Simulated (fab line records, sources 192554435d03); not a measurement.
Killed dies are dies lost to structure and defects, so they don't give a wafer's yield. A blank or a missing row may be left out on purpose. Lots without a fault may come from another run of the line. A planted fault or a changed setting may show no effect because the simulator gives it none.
fab line records | flow n5_finfet
record lots=8 wafers=24 last_day=18
route steps=1938 shown BEOL_M0_CUTY@709 BEOL_M0@715 BEOL_M4@1111 PASSIVATION@1936
lots that met no fault: from a run of the same line without faults
start_h: hours from the record's first day to the start of the lot's first wafer shown | wait_h: hours since the lot's step before | " the same as in the row above | L1.1+2: a row that stands for several wafers | - no value, or no start given | * or withheld: withheld | < > ~ a bound
route shown NAME@n: a module of which the file shows steps, and the number in the route of the first | usual: mean/standard deviation of fault-free wafers | same: alike in all rows | chamber/n: place in a boat | sites: the reading at each site | _std_site: their standard deviation | _edge_site: outer sites' mean less inner sites' | radius_mm: how far each site lies from the wafer's centre | mask NAME#n: copy n | behind: the tool/chamber that last shaped the wafer | hold: why the lot was held/for how many hours/how that ended | device: the transistor (n, p or np) that didn't switch | end of line: the same wafers' tests at the end of the route | a step without rows: its recipe alone | killed: dies lost to structure and defects at the first sort, not the wafer's yield | map: a wafer's dies, x killed, . not, _ none there
set.NAME: the setting as run; set.NAME@STEP: as run at that earlier step | model.NAME: the simulator's own value behind a step, which no gauge read
steps of the route over a sample of lots; a table a step, a row a wafer
services: from which hour (start_h, from the record's first day; less than 0 if before it) a tool's chamber was out of use, for how many hours, and why
## steps
# step N5_BEOL_M0_CUTY_OVL_MEAS_58
# recipe points_per_wafer=44
# usual M0_ABLK_OVL=0.3/0.82
# columns lot.wafer tool chamber start_h wait_h M0_ABLK_OVL[nm]
L862.3 overlay-02 0 129.90 0.0 -0.2
L862.5 " 0 " " -0.3
L862.6 " 0 " " 0.6
L864.1 overlay-01 0 138.04 0.0 -0.5
L864.3 " 0 " " -0.8
L864.4 " 0 " " -0.9
L865.1 overlay-02 0 147.60 0.0 -0.7
L865.3 " 0 " " -0.3
L865.4 " 0 " " -0.1
L866.2 overlay-02 0 149.08 0.0 0.4
L866.3 " 0 " " 0.0
L866.6 " 0 " " -0.3
L873.1 overlay-02 0 193.16 0.0 -0.7
L873.3 " 0 " " -1.0
L873.6 " 0 " " -0.2
L875.4 overlay-01 0 202.32 0.0 -0.1
L875.5 " 0 " " 1.5
L875.6 " 0 " " 1.6
L876.1 overlay-02 0 212.36 0.0 0.3
L876.3 " 0 " " 0.0
L876.5 " 0 " " -0.3
L882.1 overlay-01 0 247.64 0.0 1.5
L882.2 " 0 " " 1.7
L882.5 " 0 " " -0.4
# step N5_BEOL_M0_ETCH_138
# recipe chemistry=CH3F/O2 target_depth_a=120 target=SiCN time_s=31.6 ion_energy_ev=120 pressure_mtorr=30 source_w=395 bias_w=75 Ar_flow_sccm=150 CH3F_flow_sccm=30 O2_flow_sccm=20 ends=cleared
# usual O2_flow_sccm=20.00/0.059 drypump_motor_current_A=5.6/0.58 etch_rf_on_time_s=29.1/0.86 oes_product_au=0.67/0.074 rf_fwd_power_W=385.6/1.5 rf_vpp_V=296.9/1.3 showerhead_plenum_p_Torr=1.99/0.056 throttle_valve_pct=16.31/0.27
# columns lot.wafer tool chamber start_h wait_h O2_flow_sccm drypump_motor_current_A etch_rf_on_time_s oes_product_au rf_fwd_power_W rf_hours_counter_h rf_vpp_V showerhead_plenum_p_Torr throttle_valve_pct
L862.3 rie_diel-05 2 130.53 0.0 20.03 5.5 28.2 0.58 383.0 233 297.7 2.06 16.24
L862.5 " 3 " " 19.96 6.1 29.3 0.62 386.3 - 298.1 2.07 16.69
L862.6 " 2 " " 19.98 5.5 29.2 0.58 384.6 - 297.2 2.06 16.24
L864.1 rie_diel-05 3 138.31 0.0 20.06 6.1 28.2 0.62 384.9 193 298.6 2.07 16.71
L864.3 " 2 " " 20.09 5.5 29.3 0.57 387.9 236 298.0 2.06 16.24
L864.4 " 1 " " 19.98 5.8 29.1 0.61 385.2 232 297.4 1.98 16.51
L865.1 rie_diel-06 2 148.42 0.0 20.05 6.7 29.8 0.58 389.6 235 293.8 1.89 16.35
L865.3 " 0 " " 19.93 5.6 27.5 0.67 383.5 153 298.8 2.02 16.43
L865.4 " 1 " " 20.01 4.8 30.5 0.65 385.0 140 295.0 1.94 16.69
L866.2 rie_diel-01 2 149.35 0.0 20.05 6.5 28.7 0.72 384.6 56 299.2 2.05 15.94
L866.3 " 3 " " 20.02 5.2 30.0 0.58 385.1 237 297.1 1.96 16.41
L866.6 " 1 " " 20.00 5.1 29.7 0.64 386.1 - 298.1 1.99 16.21
L873.1 rie_diel-01 0 193.42 0.0 20.04 4.9 28.6 0.68 383.4 114 295.5 1.93 16.38
L873.3 " 1 " " 19.98 5.1 27.8 0.62 385.4 167 296.3 1.98 16.23
L873.6 " 0 " " 19.95 4.9 28.7 0.68 384.5 - 294.6 1.93 16.39
L875.4 rie_diel-06 2 202.68 0.0 19.95 6.6 30.0 0.87 388.9 1 299.7 2.14 15.93
L875.5 " 1 " " 19.98 4.8 29.7 0.63 387.8 - 295.1 1.93 16.73
L875.6 " 2 " " 20.01 6.6 29.9 0.87 388.4 - 300.7 2.14 15.93
L876.1 rie_diel-01 3 212.62 0.0 20.07 5.2 29.0 0.83 387.5 4 297.1 1.96 16.00
L876.3 " 1 " " 20.02 5.1 29.1 0.63 386.6 174 296.0 1.98 16.25
L876.5 " 3 " " 19.95 5.2 30.2 0.83 386.0 - 296.7 1.96 15.99
L882.1 rie_diel-01 3 247.94 0.0 20.07 5.2 28.7 0.80 385.7 16 295.1 1.95 16.01
L882.2 " 0 " " 19.97 4.9 28.7 0.67 385.1 134 296.3 1.92 16.41
L882.5 " 2 " " 20.09 6.3 30.3 0.70 385.4 - 297.6 2.03 16.00
# step N5_BEOL_M0_STRIP_140
# recipe chemistry=CF4 resist=SiARC power_w=300 bias_power_w=75 pressure_mtorr=50 cf4_flow_sccm=150 rf_frequency_hz=6e+07
# usual drypump_motor_current_A=5.5/0.57 oes_product_au=0.76/0.081 rf_vpp_V=270.4/1.7 showerhead_plenum_p_Torr=1.77/0.051 throttle_valve_pct=13.61/0.27
# columns lot.wafer tool chamber start_h wait_h drypump_motor_current_A oes_product_au rf_hours_counter_h rf_vpp_V showerhead_plenum_p_Torr throttle_valve_pct
L862.3 rie_diel-01 3 130.99 0.1 5.2 0.69 229 269.2 1.76 13.71
L862.5 " 0 " " 4.9 0.81 - 267.6 1.75 13.60
L862.6 " 3 " " 5.2 0.68 - 272.1 1.76 13.69
L864.1 rie_diel-01 2 138.65 0.1 6.4 0.84 52 271.4 1.82 13.14
L864.3 " 0 " " 4.9 0.81 91 269.2 1.75 13.61
L864.4 " 1 " " 5.1 0.74 146 271.5 1.80 13.50
L865.1 rie_diel-01 1 149.46 0.1 5.0 0.74 151 271.6 1.80 13.54
L865.3 " 3 " " 5.2 0.67 237 272.6 1.76 13.72
L865.4 " 2 " " 6.4 0.84 56 272.4 1.82 13.18
L866.2 rie_diel-06 1 149.78 0.3 4.9 0.77 141 268.0 1.74 13.87
L866.3 " 0 " " 5.6 0.77 154 270.3 1.79 13.61
L866.6 " 0 " " 5.6 0.76 - 271.8 1.80 13.61
L873.1 rie_diel-06 1 193.97 0.3 4.9 0.75 158 270.4 1.73 13.94
L873.3 " 3 " " 5.4 0.67 226 270.5 1.69 13.81
L873.6 " 3 " " 5.4 0.68 - 268.3 1.69 13.79
L875.4 rie_diel-06 3 203.92 0.1 5.5 0.68 230 271.3 1.69 13.85
L875.5 " 3 " " 5.4 0.67 - 267.7 1.69 13.84
L875.6 " 2 " " 6.6 1.01 - 272.6 1.92 13.19
L876.1 rie_diel-01 0 214.01 0.1 4.9 0.78 122 269.3 1.74 13.67
L876.3 " 1 " " 5.1 0.71 174 270.3 1.79 13.59
L876.5 " 0 " " 4.9 0.78 - 270.0 1.74 13.68
L882.1 rie_diel-06 1 250.65 0.3 4.9 0.72 183 270.8 1.73 13.98
L882.2 " 0 " " 5.6 0.73 183 271.3 1.79 13.66
L882.5 " 0 " " 5.6 0.74 - 270.8 1.79 13.66
# step N5_BEOL_M0_ETCH_128
# recipe chemistry=CF4/N2 target_depth_a=120 overetch_a=51 target=SiCN time_s=21.4 ion_energy_ev=150 pressure_mtorr=40 source_w=430 bias_w=70 Ar_flow_sccm=100 cf4_flow_sccm=60 n2_flow_sccm=60
# usual drypump_motor_current_A=5.6/0.61 oes_product_au=0.53/0.058 rf_fwd_power_W=425.9/1.5 rf_vpp_V=381.6/1.9 showerhead_plenum_p_Torr=2.18/0.067 throttle_valve_pct=15.47/0.27
# columns lot.wafer tool chamber start_h wait_h drypump_motor_current_A oes_product_au rf_fwd_power_W rf_hours_counter_h rf_vpp_V showerhead_plenum_p_Torr throttle_valve_pct
L862.3 rie_diel-01 0 131.13 0.0 4.9 0.56 424.9 89 380.6 2.14 15.46
L862.5 " 3 " " 5.2 0.48 424.7 - 382.8 2.17 15.54
L862.6 " 2 " " 6.4 0.58 425.7 - 382.9 2.25 14.99
L864.1 rie_diel-01 3 138.79 0.0 5.2 0.47 423.6 232 382.7 2.17 15.56
L864.3 " 0 " " 4.9 0.56 429.5 91 381.0 2.14 15.45
L864.4 " 2 " " 6.4 0.58 426.5 52 383.3 2.25 15.00
L865.1 rie_diel-06 1 150.58 1.0 4.9 0.53 426.4 141 379.9 2.14 15.77
L865.3 " 2 " " 6.6 0.46 427.0 236 379.7 2.10 15.50
L865.4 " 3 " " 5.5 0.49 425.4 208 380.8 2.11 15.69
L866.2 rie_diel-01 2 150.84 0.9 6.4 0.58 424.0 56 382.6 2.24 15.00
L866.3 " 3 " " 5.2 0.48 424.7 237 382.2 2.17 15.56
L866.6 " 3 " " 5.2 0.48 426.1 - 381.5 2.17 15.56
L873.1 rie_diel-01 0 194.49 0.4 4.9 0.55 427.4 115 379.8 2.13 15.50
L873.3 " 1 " " 5.1 0.49 427.3 168 381.9 2.20 15.39
L873.6 " 1 " " 5.1 0.50 425.9 - 382.7 2.20 15.38
L875.4 rie_diel-06 0 204.06 0.0 5.6 0.53 425.8 175 382.4 2.21 15.52
L875.5 " 0 " " 5.6 0.52 426.5 - 382.0 2.21 15.52
L875.6 " 1 " " 4.9 0.52 424.4 - 379.9 2.13 15.80
L876.1 rie_diel-05 1 214.15 0.0 5.8 0.48 426.6 253 381.9 2.17 15.67
L876.3 " 3 " " 6.0 0.48 424.7 214 383.5 2.27 15.82
L876.5 " 0 " " 6.1 0.60 424.3 - 380.6 2.16 15.12
L882.1 rie_diel-06 1 251.14 0.3 4.9 0.50 425.7 184 380.2 2.13 15.87
L882.2 " 0 " " 5.6 0.52 684.5 183 326.2 2.21 15.53
L882.5 " 1 " " 4.9 0.51 426.4 - 380.4 2.13 15.85
# step N5_BEOL_M4_RC_MEAS_101
# usual DIBL_N=36.0/1.8 DIBL_P=36.3/2.4 IOFF_N=0.16/0.035 IOFF_P=0.21/0.036 ION_N=673/13 ION_P=461/7.2 SS_N=71.4/0.6 SS_P=73.2/0.7 VT_N=250/4 VT_P=-250.9/2.9
# columns lot.wafer tool chamber start_h wait_h DIBL_N[mV/V] DIBL_P[mV/V] IOFF_N[nA/um] IOFF_P[nA/um] ION_N[uA/um] ION_P[uA/um] SS_N[mV/dec] SS_P[mV/dec] VT_N[mV] VT_P[mV]
L862.3 prober-01 0 191.50 0.3 36.3 37.4 0.17 0.21 683 462 71.5 73.8 248 -249.2
L862.5 " 0 " " 35.8 37.5 0.16 0.22 672 468 70.7 72.9 250 -247.8
L862.6 " 0 " " 38.5 40.0 0.23 0.26 702 475 71.8 73.9 245 -246.1
L864.1 prober-02 0 202.87 0.0 33.9 34.9 0.13 0.17 674 461 70.4 73.2 254 -250.4
L864.3 " 0 " " 37.5 37.1 0.19 0.20 668 455 72.0 73.4 248 -251.0
L864.4 " 0 " " 35.4 36.2 0.15 0.19 678 470 71.5 73.2 249 -250.7
L866.2 prober-01 0 215.20 0.2 35.3 37.0 0.15 0.20 675 464 71.0 73.5 249 -252.4
L866.3 " 0 " " 35.7 36.7 0.15 0.20 666 459 71.3 73.3 253 -251.4
L866.6 " 0 " " 32.9 34.1 0.11 0.16 668 465 71.0 72.7 255 -253.0
L865.1 prober-02 0 218.00 0.0 32.7 32.6 0.10 0.14 643 446 70.0 71.9 259 -257.7
L865.3 " 0 " " 34.2 34.1 0.12 0.16 663 453 71.5 72.7 255 -254.1
L865.4 " 0 " " 35.7 37.3 0.15 0.20 692 471 71.5 73.3 248 -249.6
L873.1 prober-01 0 250.12 0.0 35.5 34.8 0.15 0.20 685 470 71.1 72.8 250 -249.7
L873.3 " 0 " " 33.3 33.1 0.12 0.18 669 456 70.8 72.4 252 -249.3
L873.6 " 0 " " 35.3 34.6 0.15 0.19 677 462 70.9 72.5 251 -251.7
L875.4 prober-02 0 264.83 0.5 37.1 38.8 0.18 0.21 677 459 71.9 73.7 249 -252.9
L875.5 " 0 " " 34.1 35.2 0.12 0.16 658 452 70.2 72.8 256 -257.1
L875.6 " 0 " " 35.4 36.9 0.13 0.17 653 448 71.9 72.6 256 -255.8
L876.1 prober-01 0 275.95 0.0 35.5 34.3 0.13 0.18 662 454 70.9 72.9 255 -251.6
L876.3 " 0 " " 32.1 31.1 0.09 0.13 640 441 70.4 72.0 259 -256.4
L876.5 " 0 " " 34.3 32.7 0.11 0.15 664 460 70.6 72.1 256 -255.7
L882.1 prober-02 0 319.72 0.0 37.5 39.3 0.18 0.24 691 475 71.0 73.8 246 -246.5
L882.2 " 0 " " 37.7 39.7 0.18 0.25 680 471 72.0 74.1 247 -247.2
L882.5 " 0 " " 36.6 38.0 0.16 0.23 685 474 71.1 73.4 246 -248.1
# step N5_PASSIVATION_PROBE_49
# usual defect_limited_yield=91.2/1.4 killed_at_M0_to_M3=35/11 killed_at_M4_up=14/5.6 killed_at_contacts=12/5.6 killed_at_front_end=38/11 killed_at_other=4/3.4 killed_dies=103/17 killed_open=68/12 killed_short=33/8.8 sort_bin_5_function=5.1/0.89 sort_bin_6_memory=3.3/0.71 sort_n_pass=1077/17 sort_yield_pct=91.2/1.4
# same gross_dies=1180 killed_at_back_side=0 sort_bin_4_leakage[%]=0 sort_bin_8_speed[%]=0
# columns lot.wafer tool chamber start_h wait_h defect_limited_yield[%] killed_at_M0_to_M3 killed_at_M4_up killed_at_contacts killed_at_front_end killed_at_other killed_dies killed_open killed_short sort_bin_5_function[%] sort_bin_6_memory[%] sort_n_pass sort_yield_pct[%]
L862.3 prober-02 - 298.23 0.1 92.5 38 5 7 37 1 88 67 21 5.1 2.2 1092 92.5
L862.5 prober-02 - 298.33 0.2 93.7 22 12 9 30 1 74 60 12 3.9 2.1 1106 93.7
L862.6 prober-02 - 298.38 0.3 93.4 29 4 6 39 0 78 58 20 3.4 3.1 1102 93.4
L866.2 prober-02 - 325.59 0.1 90.1 44 11 9 47 6 117 67 48 5.3 4.2 1063 90.1
L866.3 prober-02 - 325.64 0.1 91.1 42 11 4 40 8 105 58 39 5.3 3.2 1075 91.1
L866.6 prober-02 - 325.79 0.3 90.6 45 18 5 38 5 111 69 37 5.3 3.6 1069 90.6
L865.1 prober-01 - 325.75 0.0 91.1 33 18 16 35 3 105 71 34 5.0 3.5 1075 91.1
L865.3 prober-01 - 325.85 0.1 91.3 36 12 14 39 2 103 66 36 5.5 3.1 1077 91.3
L865.4 prober-01 - 325.90 0.2 91.9 32 15 17 29 3 96 68 28 4.4 3.3 1084 91.9
L873.1 prober-02 - 353.12 0.0 90.2 25 9 24 43 15 116 66 46 5.9 3.5 1064 90.2
L873.3 prober-02 - 353.22 0.1 89.9 29 3 17 58 12 119 64 52 5.6 4.0 1061 89.9
L873.6 prober-02 - 353.37 0.3 87.8 45 7 18 54 20 144 88 53 5.8 5.3 1036 87.8
L875.4 prober-01 - 374.78 0.2 89.7 27 25 28 36 5 121 80 38 5.8 4.2 1059 89.7
L875.5 prober-01 - 374.83 0.2 91.3 24 15 15 44 5 103 65 38 5.3 3.1 1077 91.3
L875.6 prober-01 - 374.88 0.3 91.8 34 15 8 40 0 97 63 34 4.9 3.0 1083 91.8
L876.1 prober-01 - 390.96 0.0 89.6 35 27 14 45 2 123 87 36 5.4 4.7 1057 89.6
L876.3 prober-01 - 391.06 0.1 90.0 24 17 18 54 5 118 75 39 5.3 4.3 1062 90.0
L876.5 prober-01 - 391.16 0.2 88.8 23 32 21 54 2 132 69 60 6.5 4.0 1048 88.8
# killed by level:class
L862.3 FIN_SAQP:geometric_particle:open=11 BEOL_M3:geometric_particle:open=11 BEOL_M0_SAQP:geometric_particle:open=10 STI_FIN_REVEAL:geometric_particle:open=8 BEOL_M0_SAQP:geometric_particle:short=8 MOL_CONTACT_COAG:geometric_particle:open=6 BEOL_M2:geometric_particle:open=5 FIN_SAQP:geometric_particle:short=3
L862.5 MOL_CONTACT_COAG:geometric_particle:open=9 FIN_SAQP:geometric_particle:open=8 BEOL_M3:geometric_particle:open=8 DUMMY_GATE:geometric_particle:open=7 BEOL_M0_SAQP:geometric_particle:open=5 STARTING-WAFER:geometric_particle:open=5 STI_FIN_REVEAL:geometric_particle:open=4 FIN_SAQP:geometric_particle:short=3
L862.6 BEOL_M3:geometric_particle:open=9 STI_FIN_REVEAL:geometric_particle:open=8 STARTING-WAFER:geometric_particle:open=7 FIN_SAQP:geometric_particle:open=6 DUMMY_GATE:geometric_particle:open=5 BEOL_M0_SAQP:geometric_particle:open=5 BEOL_M0:geometric_particle:open=5 MOL_CONTACT_COAG:geometric_particle:open=4
L866.2 BEOL_M0_SAQP:geometric_particle:short=11 FIN_SAQP:geometric_particle:short=10 BEOL_M0_SAQP:geometric_particle:open=9 FIN_SAQP:geometric_particle:open=7 GATE_CUT:geometric_particle:short=6 MOL_CONTACT_COAG:geometric_particle:open=6 BEOL_M2:geometric_particle:open=6 BEOL_M3:geometric_particle:open=6
L866.3 BEOL_M0_SAQP:geometric_particle:open=14 BEOL_M0_SAQP:geometric_particle:short=10 FIN_SAQP:geometric_particle:short=9 BEOL_M1:geometric_particle:open=8 FIN_SAQP:geometric_particle:open=7 STARTING-WAFER:geometric_particle:open=5 BEOL_M3:geometric_particle:open=4 MOL_CONTACT_COAG:geometric_particle:open=4
L865.1 MOL_CONTACT_COAG:geometric_particle:open=13 BEOL_M0_SAQP:geometric_particle:short=11 BEOL_M0_SAQP:geometric_particle:open=10 BEOL_M4:geometric_particle:open=7 FIN_SAQP:geometric_particle:open=5 STI_FIN_REVEAL:geometric_particle:open=5 BEOL_M3:geometric_particle:open=5 STARTING-WAFER:geometric_particle:short=5
L866.6 BEOL_M0_SAQP:geometric_particle:short=13 FIN_SAQP:geometric_particle:short=8 BEOL_M0_SAQP:geometric_particle:open=8 BEOL_M1:geometric_particle:open=8 BEOL_M2:geometric_particle:open=8 BEOL_M5:geometric_particle:open=7 STARTING-WAFER:geometric_particle:open=6 MOL_CONTACT_COAG:geometric_particle:open=5
L865.3 MOL_CONTACT_COAG:geometric_particle:open=14 FIN_SAQP:geometric_particle:open=8 FIN_SAQP:geometric_particle:short=8 BEOL_M0_SAQP:geometric_particle:short=8 BEOL_M0_SAQP:geometric_particle:open=7 BEOL_M2:geometric_particle:open=7 DUMMY_GATE:geometric_particle:open=6 STI_FIN_REVEAL:geometric_particle:open=4
L865.4 MOL_CONTACT_COAG:geometric_particle:open=17 FIN_SAQP:geometric_particle:open=10 BEOL_M4:geometric_particle:open=10 BEOL_M0_SAQP:geometric_particle:short=7 BEOL_M2:geometric_particle:open=6 DUMMY_GATE:geometric_particle:open=5 BEOL_M3:geometric_particle:short=5 BEOL_M0_SAQP:geometric_particle:open=4
L873.1 MOL_CONTACT_COAG:geometric_particle:open=19 STI_FIN_REVEAL:geometric_particle:open=9 GATE_CUT:geometric_particle:short=8 BEOL_M1:geometric_particle:open=5 BEOL_M1:geometric_particle:short=5 BEOL_M2:geometric_particle:open=5 MIM_TOP_ETCH:geometric_particle:short=5 DUMMY_GATE:geometric_particle:short=4
L873.3 MOL_CONTACT_COAG:geometric_particle:open=14 FIN_SAQP:geometric_particle:short=11 GATE_CUT:geometric_particle:short=7 STI_FIN_REVEAL:geometric_particle:open=6 GATE_CUT:geometric_particle:open=5 BEOL_M0_SAQP:geometric_particle:short=5 BEOL_M1:geometric_particle:short=5 BEOL_M1:geometric_particle:open=5
L873.6 MOL_CONTACT_COAG:geometric_particle:open=12 STI_FIN_REVEAL:geometric_particle:open=10 MIM_TOP_ETCH:geometric_particle:open=10 BEOL_M1:geometric_particle:open=9 BEOL_M0_SAQP:geometric_particle:short=9 BEOL_M0_SAQP:geometric_particle:open=9 MIM_TOP_ETCH:geometric_particle:short=8 BEOL_M3:geometric_particle:open=8
L875.4 MOL_CONTACT_COAG:geometric_particle:open=23 BEOL_M4:geometric_particle:open=14 GATE_CUT:geometric_particle:short=6 GATE_CUT:geometric_particle:open=6 BEOL_M1:geometric_particle:open=6 MOL_CONTACT_COAG:geometric_particle:short=5 BEOL_M4:geometric_particle:short=5 FIN_SAQP:geometric_particle:short=4
L875.5 GATE_CUT:geometric_particle:short=13 MOL_CONTACT_COAG:geometric_particle:open=13 STI_FIN_REVEAL:geometric_particle:open=10 BEOL_M1:geometric_particle:open=9 ILD0:geometric_particle:open=5 BEOL_M4:geometric_particle:open=5 BEOL_M4:geometric_particle:short=5 BEOL_M0_SAQP:geometric_particle:open=4
L875.6 BEOL_M3:geometric_particle:open=11 ILD0:geometric_particle:short=7 BEOL_M0_SAQP:geometric_particle:short=7 BEOL_M4:geometric_particle:open=7 STI_FIN_REVEAL:geometric_particle:open=6 MOL_CONTACT_COAG:geometric_particle:open=6 GATE_CUT:geometric_particle:open=5 ILD0:geometric_particle:open=4
L876.1 BEOL_M4:geometric_particle:open=16 BEOL_M0_SAQP:geometric_particle:short=15 FIN_SAQP:geometric_particle:open=13 MOL_CONTACT_COAG:geometric_particle:open=11 FIN_SAQP:geometric_particle:short=8 STI_FIN_REVEAL:geometric_particle:open=7 BEOL_M0_SAQP:geometric_particle:open=7 BEOL_M2:geometric_particle:open=6
L876.3 FIN_SAQP:geometric_particle:open=18 MOL_CONTACT_COAG:geometric_particle:open=16 FIN_SAQP:geometric_particle:short=14 BEOL_M0_SAQP:geometric_particle:open=8 BEOL_M0_SAQP:geometric_particle:short=7 BEOL_M4:geometric_particle:short=5 STI_FIN_REVEAL:geometric_particle:open=4 ILD0:geometric_particle:short=4
L876.5 FIN_SAQP:geometric_particle:open=19 BEOL_M4:geometric_particle:short=19 MOL_CONTACT_COAG:geometric_particle:open=15 FIN_SAQP:geometric_particle:short=8 BEOL_M0_SAQP:geometric_particle:short=8 MOL_CONTACT_COAG:geometric_particle:short=6 BEOL_M4:geometric_particle:open=5 STI_FIN_REVEAL:geometric_particle:open=5
## services
# columns tool chamber start_h hours kind
rie_diel-05 - 147.49 16.3 repair
rie_diel-01 1 164.18 2.6 repair
rie_diel-01 3 181.79 - clean
rie_diel-01 3 181.79 - consumable_replace:focus_ring
rie_diel-01 3 181.79 19.2 scheduled_down
rie_diel-01 3 181.79 19.2 vent_cycle
rie_diel-06 2 186.97 - clean
rie_diel-06 2 186.97 - consumable_replace:focus_ring
rie_diel-06 2 186.97 - consumable_replace:showerhead
rie_diel-06 2 186.97 13.7 scheduled_down
rie_diel-06 2 186.97 13.7 vent_cycle
rie_diel-05 2 197.50 - clean
rie_diel-05 2 197.50 - consumable_replace:focus_ring
rie_diel-05 2 197.50 21.7 scheduled_down
rie_diel-05 2 197.50 21.7 vent_cycle
rie_diel-05 1 219.55 - clean
rie_diel-05 - 220.37 0.1 repair
rie_diel-05 - 242.12 2.8 pm
rie_diel-05 0 249.32 13.7 repair
rie_diel-06 3 249.67 - clean
rie_diel-06 3 249.67 - consumable_replace:focus_ring
rie_diel-06 3 249.67 - consumable_replace:showerhead
rie_diel-06 3 249.67 21.2 scheduled_down
rie_diel-06 3 249.67 21.2 vent_cycle
## key
first_sign step=N5_BEOL_M0_ETCH_128 reading=rf_fwd_power_W direction=up sigmas=99+ usual=* struck=*
effect step=N5_BEOL_M0_ETCH_128 reading=rf_vpp_V direction=down sigmas=30 usual=381.6 struck=326.2
met_at N5_BEOL_M0_ETCH_128
struck_lots L882
struck_wafers L882.2
not_acting_at N5_BEOL_M0_CUTY_OVL_MEAS_58,N5_BEOL_M0_ETCH_138,N5_BEOL_M0_STRIP_140
onset_between 204.06 251.14
fault kind=process_parameter_drift tool=rie_diel-06 chamber=0 onset_h=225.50 steps=N5_BEOL_M0_ETCH_128 channel=source_w offset=258 shape=step end_h=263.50 acts_in=these_recipes_only stated=430
